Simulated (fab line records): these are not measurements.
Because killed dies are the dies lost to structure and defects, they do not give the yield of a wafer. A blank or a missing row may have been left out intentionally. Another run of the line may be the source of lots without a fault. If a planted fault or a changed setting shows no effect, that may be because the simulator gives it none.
8D (eight disciplines) problem report, filled in by code :: flow n5 finfet :: the parts of the form that need people (team, actions taken, sign-off) are left out

1. THE ISSUE
CJ_P at N5_BEOL_M4_RC_MEAS_101 reads a mean of 3.12 on 6 wafers of 2 lots; wafers without a fault read 5.82 with a standard deviation of 0.23. That puts it -12 standard deviations away from the usual mean.
First seen on wafer L689.2, day 12 18:41, on prober-02. At this step, 25 wafers from 9 lots have a number in the record. Rule for "out" (also "out of limits"): further than 4 standard deviations from the usual mean. Any other wafer with a number is counted as sound.

2. WHAT IT IS AND WHAT IT IS NOT
question: which readings at this step
is: CJ_P, ION_P, REXT_P
is not: DIBL_N, DIBL_P, SS_N, SS_P, VT_N

question: which lots
is: L689, L692
is not: L679, L683, L686, L687, L690, L696, L697

question: which wafers of those lots
is: all that have a number
is not: -

question: read on which gauges
is: prober-01, prober-02
is not: -

question: when
is: from day 12 18:41
is not: up to then (10 sound wafers); but 9 sound wafers of L690, L696, L697 came after

3. SUSPECTS, AND WHAT RULES EACH OUT
Counting: a tool stays on the suspect list if, at a process step up to the reading, it processed all lots that are out and no sound lot following the first of them.
- the gauge at N5_BEOL_M4_RC_MEAS_101 is ruled out. The wafers that are out were read on 2 gauges (prober-01, prober-02).
- rie si-06 at N5_SD_EPI_P_SD_RECESS_17 (chemistry HBr/Cl2/O2, target depth 39.1 nm, bt time 3 s): kept. Every lot that is out went through it, starting with L689 (day 6 21:06), and after that it ran no sound lot; the last sound lot it ran before then is L686 (day 6 02:29).
Remaining after the count: rie si-06 at N5_SD_EPI_P_SD_RECESS_17.

4. THE CAUSE (what the simulator had put in)
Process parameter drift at N5_SD_EPI_P_SD_RECESS_17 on rie si-06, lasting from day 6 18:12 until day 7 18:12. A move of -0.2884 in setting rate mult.
Only this tool survived the counting.

5. THE EFFECT CHAIN, in route order
Rows list readings where the struck wafers' mean (over those with a number) sits beyond 3 standard deviations from the usual. Scope: only readings with a usual standard deviation given in the record; hours: median across lots of the time from each lot's start at the first step in this table that gives one to its start at this step; sigmas: change in usual standard deviations.
hours: 0
step: N5_SD_EPI_P_SD_RECESS_17
reading: oes product au
usual: 1.001 a.u.
on struck wafers: 0.940
change: -0.061
sigmas: -4.7

hours: 143
step: N5_BEOL_M4_RC_MEAS_101
reading: CJ_P
usual: 5.82
on struck wafers: 3.12
change: -2.70
sigmas: -12

hours: 143
step: N5_BEOL_M4_RC_MEAS_101
reading: ION_P
usual: 462 uA/um
on struck wafers: 401
change: -61
sigmas: -8.5

hours: 143
step: N5_BEOL_M4_RC_MEAS_101
reading: REXT_P
usual: 99.3 ohm.um
on struck wafers: 110.6
change: +11.3
sigmas: +4.9

hours: 255
step: N5_PASSIVATION_PROBE_49
reading: sort_bin_8_speed
usual: 0.00 %
on struck wafers: 91.05
change: +91.05
sigmas: +99 or more

hours: 255
step: N5_PASSIVATION_PROBE_49
reading: sort n pass
usual: 1074
on struck wafers: 0
change: -1074
sigmas: -60

hours: 255
step: N5_PASSIVATION_PROBE_49
reading: sort yield pct
usual: 91.0 %
on struck wafers: 0.0
change: -91.0
sigmas: -61
It contains these process steps:
- N5_SD_EPI_P_SD_RECESS_17: chemistry HBr/Cl2/O2, target depth 39.1 nm, bt time 3 s.
- N5_PASSIVATION_PROBE_49

6. WHAT WOULD HAVE CAUGHT IT SOONER
The first out-of-limits reading at a measuring or inspecting step in this record came at day 12 18:41, 144 hours after the fault's start at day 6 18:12.
The tool's own readings at N5_SD_EPI_P_SD_RECESS_17 were out on some of the struck wafers (oes product au): an alarm limit on them would have fired on those.
Each of the lots that are out, 2 in all, had begun N5_SD_EPI_P_SD_RECESS_17 on rie si-06 no later than day 12 18:41. Had the tool been put on hold then, not one of them would have been saved.
